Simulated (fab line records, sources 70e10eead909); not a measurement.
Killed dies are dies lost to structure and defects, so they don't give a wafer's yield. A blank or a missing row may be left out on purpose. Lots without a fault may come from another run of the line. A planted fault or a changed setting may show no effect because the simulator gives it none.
fab line records | flow nand_harc
record lots=12 wafers=36 last_day=33
route steps=1302 shown A_CHANNEL_HOLE_D2@592 A_CHANNEL_FILL_D2@613 END@1302
lots that met no fault: from a run of the same line without faults
start_h: hours from the record's first day to the start of the lot's first wafer shown | wait_h: hours since the lot's step before | " the same as in the row above | L1.1+2: a row that stands for several wafers | - no value, or no start given | * or withheld: withheld | < > ~ a bound
route shown NAME@n: a module of which the file shows steps, and the number in the route of the first | usual: mean/standard deviation of fault-free wafers | same: alike in all rows | chamber/n: place in a boat | sites: the reading at each site | _std_site: their standard deviation | _edge_site: outer sites' mean less inner sites' | radius_mm: how far each site lies from the wafer's centre | mask NAME#n: copy n | behind: the tool/chamber that last shaped the wafer | hold: why the lot was held/for how many hours/how that ended | device: the transistor (n, p or np) that didn't switch | end of line: the same wafers' tests at the end of the route | a step without rows: its recipe alone | killed: dies lost to structure and defects at the first sort, not the wafer's yield | map: a wafer's dies, x killed, . not, _ none there
set.NAME: the setting as run; set.NAME@STEP: as run at that earlier step | model.NAME: the simulator's own value behind a step, which no gauge read
steps of the route over a sample of lots; a table a step, a row a wafer
services: from which hour (start_h, from the record's first day; less than 0 if before it) a tool's chamber was out of use, for how many hours, and why
## steps
# step NHARC_A_CHANNEL_HOLE_D2_ETCH_20
# recipe bias_v=3000 source_w=withheld pressure_mtorr=20 time_s=361.9 ar_flow_sccm=375 c4f8_flow_sccm=89.3 o2_flow_sccm=35.7 temp_c=-20 target_depth_a=16000 chemistry=C4F8/O2/Ar
# usual drypump_motor_current_A=5.4/0.6 he_backside_leak_sccm=5.7/0.7 showerhead_plenum_p_Torr=3.70/0.097 throttle_valve_pct=32.155/0.009
# columns lot.wafer tool chamber start_h wait_h drypump_motor_current_A he_backside_leak_sccm rf_hours_counter_h showerhead_plenum_p_Torr throttle_valve_pct
L608.2 har_etch-01 0 297.71 0.1 4.7 5.5 157 3.69 32.168
L608.3 " 1 " " 5.5 5.3 - 3.69 32.162
L608.4 " 0 " " 4.7 5.4 - 3.69 32.149
L609.2 har_etch-01 1 306.62 0.1 5.4 5.7 165 3.69 32.153
L609.1 " 0 " " 4.7 5.4 165 3.69 32.159
L609.5 " 1 " " 5.4 5.9 - 3.69 32.150
L610.2 har_etch-02 1 320.64 0.1 5.2 7.3 352 3.74 32.159
L610.4 " 1 " " 5.2 7.6 - 3.74 32.159
L610.6 " 1 " " 5.2 7.5 - 3.74 32.153
L611.2 har_etch-02 1 333.12 0.1 5.2 7.4 363 3.73 32.150
L611.3 " 1 " " 5.2 7.0 - 3.73 32.162
L611.6 " 1 " " 5.2 6.9 - 3.73 32.160
L612.1 har_etch-01 0 335.59 0.1 4.7 5.3 180 3.68 32.156
L612.2 " 1 " " 5.5 5.8 180 3.68 32.145
L612.5 " 1 " " 5.4 5.9 - 3.68 32.154
L614.1 har_etch-01 0 354.65 0.1 4.7 5.4 187 3.68 32.150
L614.3 " 1 " " 5.4 6.1 - 3.68 32.182
L614.6 " 0 " " 4.7 5.6 - 3.68 32.143
L613.3 har_etch-02 1 356.91 0.2 5.2 7.9 - 3.72 32.151
L613.5 " 1 " " 5.2 7.8 - 3.72 32.170
L613.6 " 0 " " 6.3 7.0 - 3.57 32.161
L616.2 har_etch-01 0 390.69 0.1 4.7 5.6 214 3.66 32.155
L616.1 " 1 " " 5.4 5.7 214 3.66 32.143
L616.5 " 1 " " 5.4 5.7 - 3.66 32.154
L620.1 har_etch-02 0 433.52 0.1 6.5 5.0 19 3.92 32.161
L620.6 " 0 " " 6.4 5.1 - 3.92 32.138
L620.5 " 1 " " 5.2 4.8 - 3.70 32.147
L622.1 har_etch-02 1 437.69 0.1 5.2 4.8 23 3.70 32.165
L622.3 " 1 " " 5.2 4.6 - 3.70 32.160
L622.4 " 0 " " 6.3 5.3 - 3.92 32.157
L629.1 har_etch-01 1 515.44 0.1 5.4 5.8 290 3.62 32.152
L629.3 " 0 " " 4.7 5.8 - 3.62 32.173
L629.4 " 1 " " 5.5 5.8 - 3.62 32.160
L630.2 har_etch-01 0 526.54 0.1 4.8 5.8 294 3.62 32.151
L630.4 " 1 " " 5.5 6.2 - 3.62 32.154
L630.5 " 1 " " 5.4 6.1 - 3.62 32.161
# step NHARC_A_CHANNEL_HOLE_D2_ETCH_21
# recipe bias_v=3000 source_w=withheld pressure_mtorr=20 time_s=514.3 ar_flow_sccm=375 c4f8_flow_sccm=89.3 o2_flow_sccm=35.7 temp_c=-20 target_depth_a=16000 chemistry=C4F8/O2/Ar
# usual drypump_motor_current_A=5.4/0.59 he_backside_leak_sccm=5.7/0.7 showerhead_plenum_p_Torr=3.70/0.097 throttle_valve_pct=32.154/0.0095
# columns lot.wafer tool chamber start_h wait_h drypump_motor_current_A he_backside_leak_sccm rf_hours_counter_h showerhead_plenum_p_Torr throttle_valve_pct
L608.2 har_etch-01 0 298.04 0.3 4.7 5.4 157 3.69 32.157
L608.3 " 1 " " 5.5 5.7 - 3.69 32.147
L608.4 " 0 " " 4.7 5.3 - 3.69 32.137
L609.2 har_etch-01 1 306.94 0.3 5.4 6.1 165 3.69 32.158
L609.1 " 0 " " 4.7 5.3 165 3.69 32.163
L609.5 " 1 " " 5.4 5.8 - 3.69 32.155
L610.2 har_etch-02 1 320.98 0.3 5.3 7.4 352 3.74 32.151
L610.4 " 1 " " 5.2 7.4 - 3.74 32.173
L610.6 " 1 " " 5.2 7.5 - 3.74 32.148
L611.2 har_etch-02 1 333.44 0.3 5.2 7.4 364 3.73 32.171
L611.3 " 1 " " 5.2 7.3 - 3.73 32.162
L611.6 " 1 " " 5.2 7.4 - 3.73 32.153
L612.1 har_etch-01 0 335.90 0.3 4.7 5.4 180 3.68 32.148
L612.2 " 1 " " 5.4 5.6 180 3.68 32.141
L612.5 " 1 " " 5.4 5.7 - 3.68 32.158
L614.1 har_etch-01 0 354.99 0.3 4.7 5.6 188 3.68 32.159
L614.3 " 1 " " 5.4 5.7 - 3.68 32.154
L614.6 " 0 " " 4.7 5.5 - 3.68 32.149
L613.3 har_etch-02 1 357.27 0.3 5.2 7.3 - 3.72 32.151
L613.5 " 1 " " 5.2 7.6 - 3.72 32.160
L613.6 " 0 " " 6.3 6.0 - 3.57 32.140
L616.2 har_etch-01 0 391.01 0.3 4.7 5.5 214 3.66 32.170
L616.1 " 1 " " 5.4 5.9 214 3.66 32.184
L616.5 " 1 " " 5.4 5.7 - 3.66 32.162
L620.1 har_etch-02 0 433.85 0.3 6.4 5.2 20 3.92 32.155
L620.6 " 0 " " 6.4 5.6 - 3.92 32.160
L620.5 " 1 " " 5.2 4.4 - 3.70 32.148
L622.1 har_etch-02 1 438.01 0.3 5.2 4.7 24 3.70 32.152
L622.3 " 1 " " 5.2 4.8 - 3.70 32.147
L622.4 " 0 " " 6.4 5.3 - 3.92 32.144
L629.1 har_etch-01 1 515.78 0.3 5.5 6.3 290 3.62 32.152
L629.3 " 0 " " 4.7 5.9 - 3.62 32.133
L629.4 " 1 " " 5.5 6.2 - 3.62 32.161
L630.2 har_etch-01 0 526.87 0.3 4.8 5.9 294 3.62 32.159
L630.4 " 1 " " 5.5 6.0 - 3.62 32.142
L630.5 " 1 " " 5.5 6.2 - 3.62 32.158
# step NHARC_A_CHANNEL_HOLE_D2_ETCH_27
# recipe bias_v=400 source_w=2000 pressure_mtorr=25 time_s=90 ar_flow_sccm=375 c4f8_flow_sccm=41.7 o2_flow_sccm=83.3 temp_c=-20 target_depth_a=4000 chemistry=C4F8/O2/Ar
# usual drypump_motor_current_A=5.4/0.59 he_backside_leak_sccm=5.8/0.78 showerhead_plenum_p_Torr=3.74/0.1 throttle_valve_pct=27.618/0.0092
# columns lot.wafer tool chamber start_h wait_h drypump_motor_current_A he_backside_leak_sccm rf_hours_counter_h showerhead_plenum_p_Torr throttle_valve_pct
L608.2 har_etch-01 0 301.55 0.2 4.7 5.1 161 3.73 27.598
L608.3 " 1 " " 5.5 5.8 - 3.73 27.633
L608.4 " 0 " " 4.7 5.2 - 3.73 27.615
L609.2 har_etch-01 1 310.49 0.2 5.5 5.3 168 3.73 27.606
L609.1 " 0 " " 4.7 5.4 168 3.73 27.603
L609.5 " 1 " " 5.5 5.6 - 3.73 27.613
L610.2 har_etch-02 1 324.47 0.2 5.3 7.5 355 3.77 27.609
L610.4 " 1 " " 5.2 7.4 - 3.77 27.628
L610.6 " 1 " " 5.2 7.4 - 3.77 27.618
L611.2 har_etch-02 1 336.96 0.2 5.2 7.6 367 3.77 27.611
L611.3 " 1 " " 5.2 7.5 - 3.77 27.628
L611.6 " 1 " " 5.2 7.5 - 3.77 27.630
L612.1 har_etch-01 0 339.45 0.2 4.7 5.3 183 3.72 27.605
L612.2 " 1 " " 5.4 5.5 183 3.72 27.613
L612.5 " 1 " " 5.4 5.7 - 3.72 27.617
L614.1 har_etch-01 0 358.49 0.2 4.7 5.3 191 3.71 27.630
L614.3 " 1 " " 5.4 5.8 - 3.71 27.614
L614.6 " 0 " " 4.7 5.5 - 3.71 27.616
L613.3 har_etch-02 1 360.76 0.2 5.2 7.4 - 3.76 27.628
L613.5 " 1 " " 5.2 7.8 - 3.76 27.609
L613.6 " 0 " " 6.4 6.8 - 3.61 27.608
L616.2 har_etch-01 0 394.54 0.2 4.7 5.6 218 3.70 27.638
L616.1 " 1 " " 5.4 5.6 218 3.70 27.613
L616.5 " 1 " " 5.5 5.4 - 3.70 27.621
L620.1 har_etch-02 0 437.39 0.2 6.4 5.4 23 3.97 27.620
L620.6 " 0 " " 6.4 5.8 - 3.97 27.613
L620.5 " 1 " " 5.2 5.0 - 3.74 27.608
L622.1 har_etch-02 1 441.55 0.2 5.2 4.6 27 3.74 27.619
L622.3 " 1 " " 5.2 4.9 - 3.74 27.606
L622.4 " 0 " " 6.3 5.3 - 3.97 27.619
L629.1 har_etch-01 1 519.31 0.2 5.4 5.9 294 3.66 27.619
L629.3 " 0 " " 4.7 6.1 - 3.66 27.630
L629.4 " 1 " " 5.4 5.9 - 3.66 27.607
L630.2 har_etch-01 0 530.41 0.2 4.8 5.6 298 3.65 27.615
L630.4 " 1 " " 5.5 6.2 - 3.65 27.609
L630.5 " 1 " " 5.4 6.4 - 3.65 27.595
# step NHARC_A_CHANNEL_HOLE_D2_XSEM_32
# recipe landing_energy_ev=35000
# usual bot_cd_nm=73.9/1.4 bow_nm=8.6/0.31 tilt_deg=0.08/0.044
# columns lot.wafer tool chamber start_h wait_h bot_cd_nm bow_nm tilt_deg
L608.2 xsem-02 0 303.16 0.1 74.8 8.4 0.09
L608.3 " 0 " " 72.9 8.4 0.09
L608.4 " 0 " " 71.4 8.4 0.09
L609.1 xsem-02 0 312.12 0.1 73.2 9.0 0.02
L609.2 " 0 " " 73.0 9.0 0.02
L609.5 " 0 " " 72.0 9.1 0.02
L610.2 xsem-01 0 326.07 0.1 72.1 8.5 0.12
L610.4 " 0 " " 72.9 8.5 0.12
L610.6 " 0 " " 73.2 8.5 0.12
L611.2 xsem-01 0 338.60 0.1 74.2 8.7 0.01
L611.3 " 0 " " 73.8 8.8 0.01
L611.6 " 0 " " 74.1 8.7 0.01
L612.1 xsem-02 0 341.09 0.1 74.2 8.1 0.05
L612.2 " 0 " " 73.3 8.1 0.05
L612.5 " 0 " " 74.3 8.1 0.05
L614.1 xsem-01 0 360.23 0.1 73.7 8.2 0.03
L614.3 " 0 " " 73.9 8.2 0.03
L614.6 " 0 " " 74.0 8.2 0.03
L613.3 xsem-02 0 362.34 0.1 74.0 8.8 0.08
L613.5 " 0 " " 77.1 8.7 0.07
L613.6 " 0 " " 73.2 8.7 0.07
L616.1 xsem-02 0 396.17 0.1 72.7 9.1 0.09
L616.2 " 0 " " 75.6 9.1 0.09
L616.5 " 0 " " 74.3 9.1 0.09
L620.1 xsem-01 0 439.03 0.1 72.2 9.1 0.13
L620.5 " 0 " " 72.1 9.1 0.13
L620.6 " 0 " " 70.8 9.0 0.13
L620.1 xsem-01 0 - - 71.7 - 0.08
L620.5 " 0 " " 72.2 - 0.08
L620.6 " 0 " " 70.5 - 0.08
L622.1 xsem-01 0 443.18 0.1 75.3 9.4 0.09
L622.3 " 0 " " 73.8 9.2 0.09
L622.4 " 0 " " 76.2 9.2 0.09
L622.1 xsem-01 0 - - 74.8 - 0.02
L622.3 " 0 " " 73.2 - 0.02
L622.4 " 0 " " 74.9 - 0.02
L629.1 xsem-02 0 520.91 0.1 73.8 8.3 0.04
L629.3 " 0 " " 72.8 8.3 0.04
L629.4 " 0 " " 73.1 8.3 0.04
L630.2 xsem-02 0 532.01 0.1 72.5 8.6 0.03
L630.4 " 0 " " 73.1 8.6 0.04
L630.5 " 0 " " 73.6 8.7 0.04
# step NHARC_A_CHANNEL_FILL_D2_ALD_03
# recipe target_thk_a=60 pulse_time_s=60 ald_cycles=58 temp_c=630 pressure_torr=2 material=SiNx
# usual precursor_pulse_height_rel=1.002/0.02 susceptor_temp_C=630.0/0.34
# same pulse_time_s=60
# columns lot.wafer tool chamber start_h wait_h precursor_pulse_height_rel susceptor_temp_C
L608.2 ald_sin_batch-01 0 - - 1.034 -
L608.3 " 0 " " 0.974 -
L608.4 " 0 " " 1.014 -
L609.1 ald_sin_batch-03 0 - - 0.995 -
L609.2 " 0 " " 1.013 -
L609.5 " 0 " " 1.019 -
L610.2 ald_sin_batch-01 0 - - 0.982 -
L610.4 " 0 " " 0.996 -
L610.6 " 0 " " 0.974 -
L611.2 ald_sin_batch-02 0 - - 1.014 630.2
L611.3 " 0 " " 1.001 630.1
L611.6 " 0 " " 0.992 629.6
L612.1 ald_sin_batch-02 0 - - 1.012 630.7
L612.2 " 0 " " 1.050 630.6
L612.5 " 0 " " 0.951 630.1
L613.3 ald_sin_batch-03 0 - - 1.001 630.0
L613.5 " 0 " " 1.014 630.2
L613.6 " 0 " " 0.980 630.0
L614.1 ald_sin_batch-03 0 - - 1.000 630.1
L614.3 " 0 " " 0.982 629.9
L614.6 " 0 " " 1.022 629.7
L616.1 ald_sin_batch-03 0 - - 0.989 629.7
L616.2 " 0 " " 0.993 630.1
L616.5 " 0 " " 0.975 630.1
L629.1 ald_sin_batch-03 0 - - 1.003 629.3
L629.3 " 0 " " 1.011 629.6
L629.4 " 0 " " 0.994 629.9
L630.2 ald_sin_batch-03 0 - - 0.999 -
L630.4 " 0 " " 1.024 -
L630.5 " 0 " " 0.976 -
# step NHARC_END_SORT_01
# recipe temp_c=25
# usual defect_limited_yield=91.1/2.9 killed_at_array=55/20 killed_at_other=0.7/0.96 killed_at_periphery=4.1/2.4 killed_dies=60/20 killed_open=3.3/1.9 killed_short=2.8/1.6
# same gross_dies=677
# columns lot.wafer tool chamber start_h wait_h defect_limited_yield[%] killed_at_array killed_at_other killed_at_periphery killed_dies killed_open killed_short
L608.2 prober-02 0 577.68 2.8 97.2 18 1 0 19 3 1
L608.3 prober-02 0 578.49 3.1 96.6 20 1 2 23 2 1
L608.4 prober-02 0 579.29 3.4 97.2 16 1 2 19 1 1
L610.2 prober-01 0 584.33 2.8 93.6 37 3 3 43 2 2
L610.4 prober-01 0 585.94 3.4 93.4 44 0 1 45 1 3
L610.6 prober-01 0 587.54 4.0 93.2 39 2 5 46 5 2
L609.1 prober-02 0 584.66 2.5 93.6 41 0 2 43 8 3
L609.2 prober-02 0 585.46 2.8 92.6 45 1 4 50 2 4
L609.5 prober-02 0 587.86 3.7 93.1 46 0 1 47 1 3
L612.1 prober-01 0 607.07 2.5 87.0 87 0 1 88 1 3
L612.2 prober-01 0 607.87 2.8 89.1 72 0 2 74 0 1
L612.5 prober-01 0 610.26 3.7 88.2 79 1 0 80 3 3
L611.2 prober-02 0 607.90 2.8 92.0 49 3 2 54 4 4
L611.3 prober-02 0 608.71 3.1 92.9 43 1 4 48 6 4
L611.6 prober-02 0 611.12 4.0 91.1 52 2 6 60 6 3
L614.1 prober-02 0 621.20 2.5 89.2 66 2 5 73 4 4
L614.3 prober-02 0 622.79 3.1 90.1 63 0 4 67 5 1
L614.6 prober-02 0 625.18 4.0 91.9 52 0 3 55 2 3
L613.3 prober-01 0 622.71 3.0 91.1 56 0 4 60 2 4
L613.5 prober-01 0 624.26 3.6 87.7 72 3 8 83 2 1
L613.6 prober-01 0 625.04 3.9 89.1 73 0 1 74 2 2
L616.1 prober-01 0 662.32 2.5 95.0 25 1 8 34 5 1
L616.2 prober-01 0 663.11 2.8 94.5 31 0 6 37 3 1
L616.5 prober-01 0 665.48 3.7 96.0 19 0 8 27 2 4
L629.1 prober-01 0 782.71 2.5 87.7 80 1 2 83 5 3
L629.3 prober-01 0 784.32 3.1 87.7 80 0 3 83 3 2
L629.4 prober-01 0 785.12 3.4 87.9 79 0 3 82 3 0
L630.2 prober-01 0 799.02 2.8 88.0 78 1 2 81 2 9
L630.4 prober-01 0 800.61 3.4 90.3 63 0 3 66 4 4
L630.5 prober-01 0 801.40 3.7 89.8 64 0 5 69 2 3
# killed by level:class
L608.2 A_CONTACT:chamber_film_flake=6 A_CHANNEL_HOLE_D2:chamber_film_flake=3 A_M0:geometric_particle:open=2 A_STAIRCASE:chamber_film_flake=2 A_CONTACT:unspecified=2 A_WL_FILL:geometric_particle:short=1 A_BLC:geometric_particle:open=1 A_CHANNEL_HOLE_D1:chamber_film_flake=1
L608.3 A_CHANNEL_HOLE_D2:chamber_film_flake=6 A_CONTACT:unspecified=5 A_ZERO_WELL:chamber_film_flake=2 A_CHANNEL_HOLE_D1:chamber_film_flake=2 A_CONTACT:chamber_film_flake=2 A_CHANNEL_FILL_D1:geometric_particle:open=1 A_WL_FILL:geometric_particle:short=1 A_BLC:geometric_particle:open=1
L608.4 A_CONTACT:chamber_film_flake=6 A_CHANNEL_HOLE_D2:chamber_film_flake=3 A_STAIRCASE:chamber_film_flake=3 A_CHANNEL_HOLE_D1:chamber_film_flake=2 P_STI:geometric_particle:open=1 A_WL_FILL:geometric_particle:short=1 P_GATE:chamber_film_flake=1 A_WL_FILL:chamber_film_flake=1
L610.2 A_CHANNEL_HOLE_D2:chamber_film_flake=22 A_CHANNEL_FILL_D2:chamber_film_flake=4 A_CONTACT:chamber_film_flake=4 THIN_TSV:chamber_film_flake=3 A_STAIRCASE:chamber_film_flake=2 P_GATE:geometric_particle:short=1 P_GATE:geometric_particle:open=1 A_ONON_D2:geometric_particle:short=1
L609.1 A_SLIT:chamber_film_flake=21 A_M0:geometric_particle:open=3 A_ONON_D1:geometric_particle:open=2 P_M0:chamber_film_flake=2 A_CHANNEL_HOLE_D1:chamber_film_flake=2 A_CHANNEL_HOLE_D2:chamber_film_flake=2 A_CONTACT:chamber_film_flake=2 A_CHANNEL_HOLE_D1:geometric_particle:short=1
L609.2 A_SLIT:chamber_film_flake=27 A_CHANNEL_HOLE_D2:chamber_film_flake=6 A_STAIRCASE:chamber_film_flake=3 P_STI:chamber_film_flake=2 A_CONTACT:chamber_film_flake=2 P_CONTACT:geometric_particle:short=1 A_CHANNEL_HOLE_D1:geometric_particle:short=1 A_CHANNEL_FILL_D1:geometric_particle:short=1
L610.4 A_CHANNEL_HOLE_D2:chamber_film_flake=36 A_ONON_D1:geometric_particle:short=1 A_ONON_D2:geometric_particle:short=1 A_CHANNEL_FILL_D2:geometric_particle:short=1 A_BLC:geometric_particle:open=1 P_M2:chamber_film_flake=1 A_CHANNEL_HOLE_D1:chamber_film_flake=1 A_CHANNEL_FILL_D2:chamber_film_flake=1
L610.6 A_CHANNEL_HOLE_D2:chamber_film_flake=30 P_M2:chamber_film_flake=2 THIN_TSV:chamber_film_flake=2 P_STI:geometric_particle:open=1 P_GATE:geometric_particle:open=1 P_CONTACT:geometric_particle:open=1 A_CHANNEL_FILL_D1:geometric_particle:short=1 A_CHANNEL_FILL_D1:geometric_particle:open=1
L609.5 A_SLIT:chamber_film_flake=26 A_CHANNEL_HOLE_D2:chamber_film_flake=8 A_CONTACT:chamber_film_flake=5 A_CHANNEL_HOLE_D1:chamber_film_flake=2 A_CHANNEL_HOLE_D1:geometric_particle:short=1 A_WL_FILL:geometric_particle:open=1 A_WL_FILL:geometric_particle:short=1 A_M0:geometric_particle:short=1
L612.1 A_CHANNEL_HOLE_D1:chamber_film_flake=29 A_SLIT:chamber_film_flake=29 A_CHANNEL_HOLE_D2:chamber_film_flake=14 A_CONTACT:chamber_film_flake=6 A_STAIRCASE:chamber_film_flake=4 A_CHANNEL_FILL_D1:geometric_particle:short=1 A_ONON_D2:geometric_particle:open=1 A_CHANNEL_FILL_D2:geometric_particle:short=1
L612.2 A_CHANNEL_HOLE_D1:chamber_film_flake=29 A_SLIT:chamber_film_flake=23 A_CHANNEL_HOLE_D2:chamber_film_flake=10 A_CONTACT:chamber_film_flake=6 A_CHANNEL_FILL_D2:chamber_film_flake=2 A_CHANNEL_FILL_D2:geometric_particle:short=1 P_ZERO_WELL:chamber_film_flake=1 P_GATE:chamber_film_flake=1
L611.2 A_CHANNEL_HOLE_D2:chamber_film_flake=29 A_CHANNEL_HOLE_D1:chamber_film_flake=4 THIN_TSV:chamber_film_flake=3 A_ONON_D2:geometric_particle:short=2 A_ONON_D2:geometric_particle:open=2 A_ZERO_WELL:chamber_film_flake=2 A_DECK1_JOINT:chamber_film_flake=2 A_CONTACT:chamber_film_flake=2
L611.3 A_CHANNEL_HOLE_D2:chamber_film_flake=29 A_DECK1_JOINT:geometric_particle:short=2 A_WL_FILL:geometric_particle:open=2 P_GATE:chamber_film_flake=2 A_WL_FILL:chamber_film_flake=2 A_SOURCE_PLATE:geometric_particle:open=1 A_ONON_D1:geometric_particle:open=1 A_ONON_D1:geometric_particle:short=1
L612.5 A_CHANNEL_HOLE_D1:chamber_film_flake=27 A_SLIT:chamber_film_flake=21 A_CONTACT:chamber_film_flake=11 A_CHANNEL_HOLE_D2:chamber_film_flake=8 A_STAIRCASE:chamber_film_flake=3 A_CHANNEL_FILL_D1:geometric_particle:short=2 A_ONON_D2:geometric_particle:open=1 A_WL_FILL:geometric_particle:short=1
L611.6 A_CHANNEL_HOLE_D2:chamber_film_flake=31 A_CONTACT:chamber_film_flake=4 P_GATE:chamber_film_flake=3 A_STAIRCASE:chamber_film_flake=3 A_DECK1_JOINT:geometric_particle:short=2 A_SGD_CUT:geometric_particle:open=2 P_ZERO_WELL:chamber_film_flake=2 A_DECK1_JOINT:chamber_film_flake=2
L614.1 A_CHANNEL_HOLE_D1:chamber_film_flake=27 A_CHANNEL_HOLE_D2:chamber_film_flake=14 A_SGD_CUT:chamber_film_flake=8 A_STAIRCASE:chamber_film_flake=4 A_CONTACT:chamber_film_flake=4 P_CONTACT:geometric_particle:open=2 A_ONON_D1:geometric_particle:short=2 A_DECK1_JOINT:chamber_film_flake=2
L613.3 A_CHANNEL_HOLE_D2:chamber_film_flake=25 A_SLIT:chamber_film_flake=21 A_CHANNEL_FILL_D1:geometric_particle:short=2 A_WL_FILL:geometric_particle:short=2 P_ZERO_WELL:chamber_film_flake=2 A_CHANNEL_HOLE_D1:chamber_film_flake=2 P_M0:geometric_particle:open=1 A_WL_FILL:geometric_particle:open=1
L614.3 A_CHANNEL_HOLE_D1:chamber_film_flake=33 A_CHANNEL_HOLE_D2:chamber_film_flake=13 A_STAIRCASE:chamber_film_flake=4 A_CONTACT:chamber_film_flake=4 A_SGD_CUT:chamber_film_flake=3 A_BLC:geometric_particle:open=2 P_GATE:chamber_film_flake=2 P_BONDPAD:chamber_film_flake=2
L613.5 A_CHANNEL_HOLE_D2:chamber_film_flake=36 A_SLIT:chamber_film_flake=24 P_ZERO_WELL:chamber_film_flake=5 A_DECK1_JOINT:chamber_film_flake=4 THIN_TSV:chamber_film_flake=3 A_STAIRCASE:chamber_film_flake=2 A_WL_FILL:chamber_film_flake=2 P_CONTACT:geometric_particle:open=1
L613.6 A_CHANNEL_HOLE_D2:chamber_film_flake=30 A_SLIT:chamber_film_flake=26 A_DECK1_JOINT:chamber_film_flake=4 A_CHANNEL_HOLE_D1:chamber_film_flake=3 A_STAIRCASE:chamber_film_flake=3 A_SOURCE_PLATE:geometric_particle:open=1 A_ONON_D2:geometric_particle:short=1 A_CHANNEL_FILL_D2:geometric_particle:open=1
L614.6 A_CHANNEL_HOLE_D1:chamber_film_flake=32 A_CHANNEL_HOLE_D2:chamber_film_flake=6 A_ZERO_WELL:chamber_film_flake=2 A_STAIRCASE:chamber_film_flake=2 A_SGD_CUT:chamber_film_flake=2 A_CONTACT:chamber_film_flake=2 A_CHANNEL_FILL_D1:geometric_particle:short=1 A_DECK1_JOINT:geometric_particle:short=1
L616.1 A_CHANNEL_HOLE_D2:chamber_film_flake=10 A_CHANNEL_HOLE_D1:chamber_film_flake=6 A_STAIRCASE:chamber_film_flake=5 P_M2:chamber_film_flake=4 P_CONTACT:geometric_particle:open=2 P_GATE:geometric_particle:open=1 P_M0:geometric_particle:open=1 A_ONON_D1:geometric_particle:open=1
L616.2 A_CHANNEL_HOLE_D2:chamber_film_flake=18 A_STAIRCASE:chamber_film_flake=4 A_CHANNEL_HOLE_D1:chamber_film_flake=3 A_CONTACT:chamber_film_flake=3 P_STI:chamber_film_flake=2 P_M2:chamber_film_flake=2 P_M0:geometric_particle:open=1 P_M1:geometric_particle:short=1
L616.5 A_CHANNEL_HOLE_D2:chamber_film_flake=7 P_M2:chamber_film_flake=4 A_CHANNEL_HOLE_D1:chamber_film_flake=4 A_BLC:geometric_particle:open=2 A_STAIRCASE:chamber_film_flake=2 P_M2:geometric_particle:short=1 A_CHANNEL_FILL_D2:geometric_particle:short=1 A_WL_FILL:geometric_particle:short=1
L629.1 A_SLIT:chamber_film_flake=35 A_CHANNEL_HOLE_D2:chamber_film_flake=26 A_CONTACT:chamber_film_flake=3 A_M1:chamber_film_flake=3 A_CHANNEL_FILL_D2:geometric_particle:short=2 A_WL_FILL:chamber_film_flake=2 P_CONTACT:geometric_particle:open=1 A_CHANNEL_HOLE_D1:geometric_particle:short=1
L629.3 A_CHANNEL_HOLE_D2:chamber_film_flake=32 A_SLIT:chamber_film_flake=26 A_CONTACT:chamber_film_flake=9 A_CHANNEL_HOLE_D1:chamber_film_flake=3 P_ZERO_WELL:chamber_film_flake=2 A_CHANNEL_FILL_D1:chamber_film_flake=2 A_STAIRCASE:chamber_film_flake=2 P_STI:geometric_particle:open=1
L629.4 A_SLIT:chamber_film_flake=33 A_CHANNEL_HOLE_D2:chamber_film_flake=27 A_CONTACT:chamber_film_flake=10 A_STAIRCASE:chamber_film_flake=3 A_CHANNEL_FILL_D2:chamber_film_flake=2 A_ONON_D2:geometric_particle:open=1 A_WL_FILL:geometric_particle:open=1 A_BLC:geometric_particle:open=1
L630.2 A_CHANNEL_HOLE_D2:chamber_film_flake=29 A_CHANNEL_HOLE_D1:chamber_film_flake=23 A_SLIT:chamber_film_flake=7 A_CONTACT:chamber_film_flake=4 A_CHANNEL_FILL_D2:geometric_particle:short=2 A_WL_FILL:geometric_particle:short=2 A_STAIRCASE:chamber_film_flake=2 A_SGD_CUT:chamber_film_flake=2
L630.4 A_CHANNEL_HOLE_D2:chamber_film_flake=27 A_CHANNEL_HOLE_D1:chamber_film_flake=8 A_SLIT:chamber_film_flake=8 A_STAIRCASE:chamber_film_flake=5 A_SGD_CUT:chamber_film_flake=3 A_WL_FILL:geometric_particle:open=2 P_M0:chamber_film_flake=2 A_CONTACT:chamber_film_flake=2
L630.5 A_CHANNEL_HOLE_D2:chamber_film_flake=23 A_SLIT:chamber_film_flake=12 A_CHANNEL_HOLE_D1:chamber_film_flake=8 A_CONTACT:chamber_film_flake=7 A_STAIRCASE:chamber_film_flake=5 P_M0:chamber_film_flake=3 P_GATE:chamber_film_flake=2 A_CHANNEL_FILL_D2:chamber_film_flake=2
## services
# columns tool chamber start_h hours kind
har_etch-02 - 320.03 0.0 repair
ald_sin_batch-02 - 327.26 3.3 repair
xsem-01 - 374.00 14.0 pm
har_etch-02 - 378.25 17.0 pm
har_etch-02 0 378.25 17.0 vent_cycle
har_etch-02 1 378.25 17.0 vent_cycle
har_etch-02 0 395.25 - clean
har_etch-02 0 395.25 - consumable_replace:focus_ring
har_etch-02 0 395.25 - consumable_replace:showerhead
har_etch-02 1 395.25 - clean
har_etch-02 1 395.25 - consumable_replace:esc
xsem-01 - 418.46 3.8 repair
har_etch-01 - 427.78 1.1 repair
ald_sin_batch-01 - 506.76 26.0 pm
har_etch-02 - 531.76 3.6 repair
## key
first_sign step=NHARC_A_CHANNEL_HOLE_D2_XSEM_32 reading=visit direction=added
effect step=NHARC_A_CHANNEL_HOLE_D2_XSEM_32 reading=bow_nm direction=up sigmas=1.8 usual=8.6 struck=9.2 wafers_moved=3
met_at NHARC_A_CHANNEL_HOLE_D2_ETCH_21
struck_lots L620,L622
scrapped_behind NHARC_A_CHANNEL_HOLE_D2_XSEM_32 L620.1,L620.5,L620.6,L622.1,L622.3,L622.4
not_acting_at NHARC_A_CHANNEL_HOLE_D2_ETCH_20,NHARC_A_CHANNEL_HOLE_D2_ETCH_27,NHARC_A_CHANNEL_FILL_D2_ALD_03
onset_between 357.27 433.85
also_fits NHARC_A_CHANNEL_HOLE_D2_XSEM_32:xsem-01
fault kind=process_parameter_drift tool=har_etch-02 chamber=- onset_h=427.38 steps=NHARC_A_CHANNEL_HOLE_D2_ETCH_21 channel=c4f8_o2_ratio offset=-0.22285 shape=step end_h=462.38 acts_in=these_recipes_only stated=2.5
